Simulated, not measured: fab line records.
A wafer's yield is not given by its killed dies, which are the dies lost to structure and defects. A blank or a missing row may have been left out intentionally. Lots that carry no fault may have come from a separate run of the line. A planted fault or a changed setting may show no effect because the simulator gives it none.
fab line records | flow n5_finfet
record lots=7 | wafers=39
route steps=1938 shown BEOL_M12@1639 MIM_BOT@1833
start_h: hours from the record's first day to the start of the lot's first wafer shown | wait_h: how many hours have passed since the lot's step before this one | " unchanged from the row above | L1.1+2: one row covering several wafers at once | - either no value or no given start | * or withheld: withheld | < > ~ a bound
route shown NAME@n: names a module that has steps shown in the file, with the first one's number in the route | usual: mean/standard deviation taken from wafers without a fault | same: alike in all rows | chamber/n: place in a boat | sites: each site's reading | _std_site: the values' standard deviation | _edge_site: inner sites' mean taken away from outer sites' mean | radius_mm: how far each site lies from the wafer's centre | mask NAME#n: copy n | behind: the tool/chamber that last shaped the wafer | hold: why the lot was held/for how many hours/how that ended | device: the transistor (n, p or np) that didn't switch | end of line: tests run on the same wafers once the route is complete | a step with no rows: only its recipe | killed: not the wafer's yield, but the dies lost to structure and defects at the first sort | map: a wafer's dies, marking killed ones x, the rest . and places with no die _
set.NAME: setting as actually run; set.NAME@STEP: the setting as run at that earlier step | model.NAME: the simulator's own value behind a step, which no gauge read
lots run with intentionally changed settings; tables by step, rows by wafer
## steps
# step N5_BEOL_M12_TRENCH_ETCH_34
# recipe chemistry=C4F8/O2/Ar | target=SiOC | target_depth_a=3189.5 | mask_material=SOC | pressure_mtorr=30 | source_w=3000 | bias_w=700 | Ar_flow_sccm=400 | C4F8_flow_sccm=15 | O2_flow_sccm=8 | he_inner_torr=15 | he_outer_torr=30 | time_s=125.5 | ion_energy_ev=250
lot.wafer | tool        | chamber | start_h | wait_h | set.time_s | model.etch.depth_nm
L083.3    | rie_diel-05 | 1       | 286.20  | 0.0    | 125.5      | 316.6
L083.4    | "           | 2       | "       | "      | 125.5      | 322.3
L083.5    | "           | 2       | "       | "      | 125.5      | 321.8
L086.1    | rie_diel-02 | 0       | 298.43  | 0.0    | 125.5      | 317
L086.2    | "           | 1       | "       | "      | 125.5      | 317.9
L086.3    | "           | 2       | "       | "      | 125.5      | 323
L086.4    | "           | 0       | "       | "      | 125.5      | 318.6
L086.5    | "           | 2       | "       | "      | 125.5      | 321.6
L086.6    | "           | 1       | "       | "      | 125.5      | 319.1
L085.1    | rie_diel-02 | 2       | 308.10  | 0.0    | 125.5      | 317.4
L085.2    | "           | 0       | "       | "      | 125.5      | 314.7
L085.3    | "           | 1       | "       | "      | 125.5      | 313.4
L085.4    | "           | 1       | "       | "      | 125.5      | 314.1
L085.5    | "           | 2       | "       | "      | 125.5      | 316.5
L085.6    | "           | 0       | "       | "      | 125.5      | 315.4
L089.1    | rie_diel-05 | 3       | 317.90  | 0.0    | 125.5      | 324.6
L089.2    | "           | 2       | "       | "      | 125.5      | 322.8
L089.3    | "           | 0       | "       | "      | 186        | 484.5
L089.4    | "           | 1       | "       | "      | 186        | 472.3
L089.5    | "           | 2       | "       | "      | 125.5      | 326.4
L089.6    | "           | 3       | "       | "      | 186        | 482.3
L093.1    | rie_diel-05 | 1       | 345.16  | 0.0    | 191.3      | 480.5
L093.2    | "           | 3       | "       | "      | 191.3      | 489.8
L093.3    | "           | 0       | "       | "      | 125.5      | 326.5
L093.4    | "           | 2       | "       | "      | 125.5      | 316.8
L093.5    | "           | 0       | "       | "      | 191.3      | 495.1
L093.6    | "           | 1       | "       | "      | 125.5      | 315.5
L094.1    | rie_diel-04 | 1       | 367.67  | 0.0    | 125.5      | 316.4
L094.2    | "           | 0       | "       | "      | 125.5      | 314.7
L094.3    | "           | 2       | "       | "      | 125.5      | 304.6
L094.4    | "           | 3       | "       | "      | 125.5      | 319.1
L094.5    | "           | 0       | "       | "      | 125.5      | 315.2
L094.6    | "           | 1       | "       | "      | 125.5      | 317.9
L095.1    | rie_diel-04 | 2       | 371.88  | 0.0    | 58.08      | 142.6
L095.2    | "           | 0       | "       | "      | 125.5      | 316.4
L095.3    | "           | 3       | "       | "      | 125.5      | 327
L095.4    | "           | 1       | "       | "      | 58.08      | 148.5
L095.5    | "           | 0       | "       | "      | 125.5      | 317.5
L095.6    | "           | 3       | "       | "      | 58.08      | 149.5
# step N5_BEOL_M12_STRIP_70
# recipe chemistry=C4F8/O2/Ar | resist=SiARC | rf_frequency_hz=6e+07
# step N5_BEOL_M12_OCD_MEAS_35
# usual trench_depth_nm=319/5.6
lot.wafer | tool   | chamber | start_h | wait_h | set.time_s@BEOL_M12_TRENCH_ETCH_34 | trench_depth_nm
L083.3    | ocd-02 | -       | 286.36  | 0.0    | 125.5                              | 317
L083.4    | "      | -       | "       | "      | 125.5                              | 323
L083.5    | "      | -       | "       | "      | 125.5                              | 322
L086.1    | ocd-02 | -       | 298.58  | 0.0    | 125.5                              | 318
L086.2    | "      | -       | "       | "      | 125.5                              | 318
L086.3    | "      | -       | "       | "      | 125.5                              | 323
L086.4    | "      | -       | "       | "      | 125.5                              | 319
L086.5    | "      | -       | "       | "      | 125.5                              | 321
L086.6    | "      | -       | "       | "      | 125.5                              | 319
L085.1    | ocd-01 | -       | 308.25  | 0.0    | 125.5                              | 317
L085.2    | "      | -       | "       | "      | 125.5                              | 315
L085.3    | "      | -       | "       | "      | 125.5                              | 314
L085.4    | "      | -       | "       | "      | 125.5                              | 315
L085.5    | "      | -       | "       | "      | 125.5                              | 316
L085.6    | "      | -       | "       | "      | 125.5                              | 316
L089.1    | ocd-02 | -       | 318.05  | 0.0    | 125.5                              | 325
L089.2    | "      | -       | "       | "      | 125.5                              | 323
L089.3    | "      | -       | "       | "      | 186                                | 484
L089.4    | "      | -       | "       | "      | 186                                | 472
L089.5    | "      | -       | "       | "      | 125.5                              | 326
L089.6    | "      | -       | "       | "      | 186                                | 483
L093.1    | ocd-01 | -       | 345.32  | 0.0    | 191.3                              | 481
L093.2    | "      | -       | "       | "      | 191.3                              | 490
L093.3    | "      | -       | "       | "      | 125.5                              | 327
L093.4    | "      | -       | "       | "      | 125.5                              | 317
L093.5    | "      | -       | "       | "      | 191.3                              | 496
L093.6    | "      | -       | "       | "      | 125.5                              | 316
L094.1    | ocd-01 | -       | 367.83  | 0.0    | 125.5                              | 316
L094.2    | "      | -       | "       | "      | 125.5                              | 315
L094.3    | "      | -       | "       | "      | 125.5                              | 304
L094.4    | "      | -       | "       | "      | 125.5                              | 319
L094.5    | "      | -       | "       | "      | 125.5                              | 315
L094.6    | "      | -       | "       | "      | 125.5                              | 318
L095.1    | ocd-02 | -       | 372.03  | 0.0    | 58.08                              | 143
L095.2    | "      | -       | "       | "      | 125.5                              | 317
L095.3    | "      | -       | "       | "      | 125.5                              | 327
L095.4    | "      | -       | "       | "      | 58.08                              | 149
L095.5    | "      | -       | "       | "      | 125.5                              | 318
L095.6    | "      | -       | "       | "      | 58.08                              | 149
# step N5_BEOL_M12_STRIP_37
# recipe chemistry=N2/H2 | power_w=1000 | temp_c=250 | h2_frac=0.65 | overash_fraction=0.3 | pressure_mtorr=withheld | n2_flow_sccm=1750 | h2_flow_sccm=3250
# step N5_BEOL_M12_ETCH_38
# recipe chemistry=CF4/N2 | target=SiCN | target_depth_a=687 | taper_deg=2 | time_s=73.4 | ion_energy_ev=150 | mask_material=SiO2 | pressure_mtorr=40 | source_w=430 | bias_w=70 | Ar_flow_sccm=100 | cf4_flow_sccm=60 | n2_flow_sccm=60
# step N5_BEOL_M12_ECD_47
# recipe material=Cu | target_thk_a=7200
# step N5_BEOL_M12_ANNEAL_48
# recipe temp_c=225 | time_s=90 | ambient=N2
# step N5_BEOL_M12_CMP_49
# recipe stop_on=SiOC | t_overpolish_s=20.6 | down_force_psi=1 | platen_rpm=50 | clearing_platen_down_force_psi=1.5 | clearing_platen_rpm=50 | post_cmp_clean=cu_alkaline | target_thk_nm=320 | clearing_platen_pad_velocity_m_s=0.99484 | pad_velocity_m_s=0.99484
lot.wafer | tool   | chamber | start_h | wait_h | set.time_s@BEOL_M12_TRENCH_ETCH_34 | model.Cu_of_BEOL_M12_ECD_47.thk_nm
L083.3    | cmp-01 | 3       | 289.04  | 0.3    | 125.5                              | 317.2
L083.4    | "      | 1       | "       | "      | 125.5                              | 321.4
L083.5    | "      | 2       | "       | "      | 125.5                              | 320.8
L086.1    | cmp-01 | 3       | 302.00  | 0.5    | 125.5                              | 320
L086.3    | "      | 0       | "       | "      | 125.5                              | 326
L086.2    | "      | 1       | "       | "      | 125.5                              | 316.6
L086.4    | "      | 2       | "       | "      | 125.5                              | 319
L086.6    | "      | 3       | "       | "      | 125.5                              | 320.4
L086.5    | "      | 0       | "       | "      | 125.5                              | 324.6
L085.4    | cmp-04 | 2       | 315.16  | 0.1    | 125.5                              | 316
L085.1    | "      | 3       | "       | "      | 125.5                              | 315.8
L085.3    | "      | 0       | "       | "      | 125.5                              | 315.2
L085.2    | "      | 1       | "       | "      | 125.5                              | 316.6
L085.6    | "      | 2       | "       | "      | 125.5                              | 316.2
L085.5    | "      | 3       | "       | "      | 125.5                              | 315.4
L089.2    | cmp-03 | 1       | 324.42  | 0.2    | 125.5                              | 324
L089.4    | "      | 2       | "       | "      | 186                                | 473
L089.1    | "      | 3       | "       | "      | 125.5                              | 324.4
L089.3    | "      | 0       | "       | "      | 186                                | 485.8
L089.5    | "      | 1       | "       | "      | 125.5                              | 327.6
L089.6    | "      | 2       | "       | "      | 186                                | 481.8
L093.1    | cmp-03 | 0       | 349.21  | 0.3    | 191.3                              | 480.4
L093.3    | "      | 1       | "       | "      | 125.5                              | 328.4
L093.4    | "      | 2       | "       | "      | 125.5                              | 317.8
L093.2    | "      | 3       | "       | "      | 191.3                              | 489
L093.5    | "      | 0       | "       | "      | 191.3                              | 495.2
L093.6    | "      | 1       | "       | "      | 125.5                              | 317.2
L094.3    | cmp-01 | 3       | 370.32  | 0.2    | 125.5                              | 305.4
L094.1    | "      | 0       | "       | "      | 125.5                              | 319.6
L094.4    | "      | 1       | "       | "      | 125.5                              | 318
L094.2    | "      | 2       | "       | "      | 125.5                              | 313.8
L094.5    | "      | 3       | "       | "      | 125.5                              | 317.8
L094.6    | "      | 0       | "       | "      | 125.5                              | 319.4
L095.3    | cmp-03 | 3       | 375.33  | 0.2    | 125.5                              | 327.2
L095.1    | "      | 0       | "       | "      | 58.08                              | 143.8
L095.2+5  | "      | 1,3     | "       | "      | 125.5                              | 318.2
L095.4    | "      | 2       | "       | "      | 58.08                              | 148.8
L095.6    | "      | 0       | "       | "      | 58.08                              | 150.6
# step N5_BEOL_M12_THK_MEAS_50
# recipe thk_meas_gauge=xrf | reads=Cu_of_BEOL_M12_ECD_47
# usual M12_THK=317/5.7
lot.wafer | tool          | chamber | start_h | wait_h | set.time_s@BEOL_M12_TRENCH_ETCH_34 | M12_THK[nm]
L083.3    | film_metro-02 | -       | 289.30  | -      | 125.5                              | 314
L083.4    | "             | -       | "       | "      | 125.5                              | 319
L083.5    | "             | -       | "       | "      | 125.5                              | 319
L086.1    | film_metro-02 | -       | 302.30  | -      | 125.5                              | 316
L086.2    | "             | -       | "       | "      | 125.5                              | 312
L086.3    | "             | -       | "       | "      | 125.5                              | 322
L086.4    | "             | -       | "       | "      | 125.5                              | 315
L086.5    | "             | -       | "       | "      | 125.5                              | 321
L086.6    | "             | -       | "       | "      | 125.5                              | 315
L085.1    | film_metro-01 | -       | 315.45  | -      | 125.5                              | 316
L085.2    | "             | -       | "       | "      | 125.5                              | 319
L085.3    | "             | -       | "       | "      | 125.5                              | 317
L085.4    | "             | -       | "       | "      | 125.5                              | 317
L085.5    | "             | -       | "       | "      | 125.5                              | 315
L085.6    | "             | -       | "       | "      | 125.5                              | 318
L089.1    | film_metro-01 | -       | 324.72  | -      | 125.5                              | 322
L089.2    | "             | -       | "       | "      | 125.5                              | 323
L089.3    | "             | -       | "       | "      | 186                                | 486
L089.4    | "             | -       | "       | "      | 186                                | 472
L089.5    | "             | -       | "       | "      | 125.5                              | 325
L089.6    | "             | -       | "       | "      | 186                                | 480
L093.1    | film_metro-01 | -       | 349.51  | -      | 191.3                              | 476
L093.2    | "             | -       | "       | "      | 191.3                              | 486
L093.3    | "             | -       | "       | "      | 125.5                              | 327
L093.4    | "             | -       | "       | "      | 125.5                              | 316
L093.5    | "             | -       | "       | "      | 191.3                              | 491
L093.6    | "             | -       | "       | "      | 125.5                              | 316
L094.1    | film_metro-02 | -       | 370.62  | -      | 125.5                              | 318
L094.2    | "             | -       | "       | "      | 125.5                              | 312
L094.3    | "             | -       | "       | "      | 125.5                              | 306
L094.4    | "             | -       | "       | "      | 125.5                              | 316
L094.5    | "             | -       | "       | "      | 125.5                              | 316
L094.6    | "             | -       | "       | "      | 125.5                              | 316
L095.1    | film_metro-01 | -       | 375.62  | -      | 58.08                              | 143
L095.2    | "             | -       | "       | "      | 125.5                              | 314
L095.3    | "             | -       | "       | "      | 125.5                              | 323
L095.4    | "             | -       | "       | "      | 58.08                              | 147
L095.5    | "             | -       | "       | "      | 125.5                              | 313
L095.6    | "             | -       | "       | "      | 58.08                              | 148
# step N5_BEOL_M12_PRE_CLEAN_52
# recipe gas=NH3 | time_s=15 | temp_c=withheld | rf_power_w=300
# step N5_BEOL_M12_DEP_53
# recipe material=SiCN | target_thk_a=300 | temp_c=withheld | precursor=3MS/NH3 | pressure_torr=3 | rf_w=675 | time_s=10.5
# step N5_BEOL_M12_RS_MEAS_54
# recipe thk_meas_gauge=four-point-probe | reads=Cu_of_BEOL_M12_ECD_47+Ta_of_BEOL_M12_SPUTTER_44+TaN_of_BEOL_M12_SPUTTER_43
# usual M12_RS=0.0603/0.0012
lot.wafer | tool          | chamber | start_h | wait_h | set.time_s@BEOL_M12_TRENCH_ETCH_34 | M12_RS[ohm/sq]
L083.3    | film_metro-01 | -       | 289.42  | 0.0    | 125.5                              | 0.0606
L083.4    | "             | -       | "       | "      | 125.5                              | 0.0599
L083.5    | "             | -       | "       | "      | 125.5                              | 0.0599
L086.1    | film_metro-01 | -       | 302.45  | 0.1    | 125.5                              | 0.0601
L086.2    | "             | -       | "       | "      | 125.5                              | 0.0608
L086.3    | "             | -       | "       | "      | 125.5                              | 0.0590
L086.4    | "             | -       | "       | "      | 125.5                              | 0.0603
L086.5    | "             | -       | "       | "      | 125.5                              | 0.0591
L086.6    | "             | -       | "       | "      | 125.5                              | 0.0600
L085.1    | film_metro-02 | -       | 315.58  | 0.0    | 125.5                              | 0.0610
L085.2    | "             | -       | "       | "      | 125.5                              | 0.0608
L085.3    | "             | -       | "       | "      | 125.5                              | 0.0610
L085.4    | "             | -       | "       | "      | 125.5                              | 0.0608
L085.5    | "             | -       | "       | "      | 125.5                              | 0.0609
L085.6    | "             | -       | "       | "      | 125.5                              | 0.0610
L089.1    | film_metro-02 | -       | 324.87  | 0.1    | 125.5                              | 0.0593
L089.2    | "             | -       | "       | "      | 125.5                              | 0.0593
L089.3    | "             | -       | "       | "      | 186                                | 0.0390
L089.4    | "             | -       | "       | "      | 186                                | 0.0403
L089.5    | "             | -       | "       | "      | 125.5                              | 0.0587
L089.6    | "             | -       | "       | "      | 186                                | 0.0393
L093.1    | film_metro-01 | -       | 349.63  | 0.0    | 191.3                              | 0.0394
L093.2    | "             | -       | "       | "      | 191.3                              | 0.0386
L093.3    | "             | -       | "       | "      | 125.5                              | 0.0585
L093.4    | "             | -       | "       | "      | 125.5                              | 0.0606
L093.5    | "             | -       | "       | "      | 191.3                              | 0.0382
L093.6    | "             | -       | "       | "      | 125.5                              | 0.0608
L094.1    | film_metro-02 | -       | 370.74  | 0.0    | 125.5                              | 0.0602
L094.2    | "             | -       | "       | "      | 125.5                              | 0.0613
L094.3    | "             | -       | "       | "      | 125.5                              | 0.0631
L094.4    | "             | -       | "       | "      | 125.5                              | 0.0605
L094.5    | "             | -       | "       | "      | 125.5                              | 0.0605
L094.6    | "             | -       | "       | "      | 125.5                              | 0.0601
L095.1    | film_metro-01 | -       | 375.75  | 0.0    | 58.08                              | 0.1411
L095.2    | "             | -       | "       | "      | 125.5                              | 0.0603
L095.3    | "             | -       | "       | "      | 125.5                              | 0.0586
L095.4    | "             | -       | "       | "      | 58.08                              | 0.1359
L095.5    | "             | -       | "       | "      | 125.5                              | 0.0604
L095.6    | "             | -       | "       | "      | 58.08                              | 0.1344
# step N5_MIM_BOT_SPUTTER_00
# recipe material=TiN | target_thk_a=350 | temp_c=200 | power_w=3000 | chamber_pressure_pa=0.49996 | gas=Ar | reactive_partial_pa=0.37997 | time_s=89.7
lot.wafer | tool           | chamber | start_h | wait_h | set.time_s | model.TiN_of_MIM_BOT_SPUTTER_00.thk_nm
L083.3    | pvd_sputter-02 | -       | 309.08  | 0.0    | 89.7       | 34.8
L083.4+5  | "              | -       | "       | "      | 89.7       | 35.6
L086.1    | pvd_sputter-03 | -       | 323.05  | 0.0    | 89.7       | 34.6
L086.2+5  | "              | -       | "       | "      | 89.7       | 34.8
L086.3    | "              | -       | "       | "      | 54.26      | 20.6
L086.4    | "              | -       | "       | "      | 54.26      | 21
L086.6    | "              | -       | "       | "      | 54.26      | 20.8
L085.1    | pvd_sputter-01 | -       | 339.86  | 0.0    | 89.7       | 34.2
L085.2    | "              | -       | "       | "      | 124        | 47.8
L085.3    | "              | -       | "       | "      | 124        | 47.4
L085.4    | "              | -       | "       | "      | 124        | 48
L085.5    | "              | -       | "       | "      | 89.7       | 33.8
L085.6    | "              | -       | "       | "      | 89.7       | 34.4
L089.1    | pvd_sputter-02 | -       | 350.63  | 0.0    | 132        | 51.6
L089.2    | "              | -       | "       | "      | 132        | 50.6
L089.3    | "              | -       | "       | "      | 89.7       | 34.4
L089.4    | "              | -       | "       | "      | 89.7       | 34.6
L089.5    | "              | -       | "       | "      | 89.7       | 34.8
L089.6    | "              | -       | "       | "      | 132        | 50.4
L093.1    | pvd_sputter-02 | -       | 374.14  | 0.0    | 89.7       | 35
L093.2    | "              | -       | "       | "      | 68.13      | 27
L093.3    | "              | -       | "       | "      | 68.13      | 26
L093.4    | "              | -       | "       | "      | 89.7       | 34.6
L093.5    | "              | -       | "       | "      | 68.13      | 26.4
L093.6    | "              | -       | "       | "      | 89.7       | 34.4
L094.1    | pvd_sputter-02 | -       | 387.18  | 0.0    | 89.7       | 35.8
L094.2+5  | "              | -       | "       | "      | 89.7       | 34.6
L094.3+6  | "              | -       | "       | "      | 89.7       | 35.4
L094.4    | "              | -       | "       | "      | 89.7       | 35.2
L095.1    | pvd_sputter-02 | -       | 393.97  | 0.0    | 89.7       | 35.4
L095.2    | "              | -       | "       | "      | 89.7       | 35
L095.3    | "              | -       | "       | "      | 89.7       | 34.8
L095.4    | "              | -       | "       | "      | 118        | 46.2
L095.5    | "              | -       | "       | "      | 118        | 45.6
L095.6    | "              | -       | "       | "      | 118        | 46.4
## key
split step=N5_BEOL_M12_TRENCH_ETCH_34 | setting=time_s | stated=125.5 | by=wafer
response step=N5_BEOL_M12_TRENCH_ETCH_34 | reading=model.etch.depth_nm | change=+3.22 | per=1% | r=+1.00
response step=N5_BEOL_M12_OCD_MEAS_35 | reading=trench_depth_nm | change=+3.22 | per=1% | r=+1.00
response step=N5_BEOL_M12_CMP_49 | reading=model.Cu_of_BEOL_M12_ECD_47.thk_nm | change=+3.21 | per=1% | r=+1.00
response step=N5_BEOL_M12_THK_MEAS_50 | reading=M12_THK | change=+3.18 | per=1% | r=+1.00
response step=N5_BEOL_M12_RS_MEAS_54 | reading=M12_RS | shape=bent | at_lowest=0.1371 | at_stated=0.0603 | at_highest=0.0388
split step=N5_MIM_BOT_SPUTTER_00 | setting=time_s | stated=89.7 | by=wafer
response step=N5_MIM_BOT_SPUTTER_00 | reading=model.TiN_of_MIM_BOT_SPUTTER_00.thk_nm | change=+0.349 | per=1% | r=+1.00
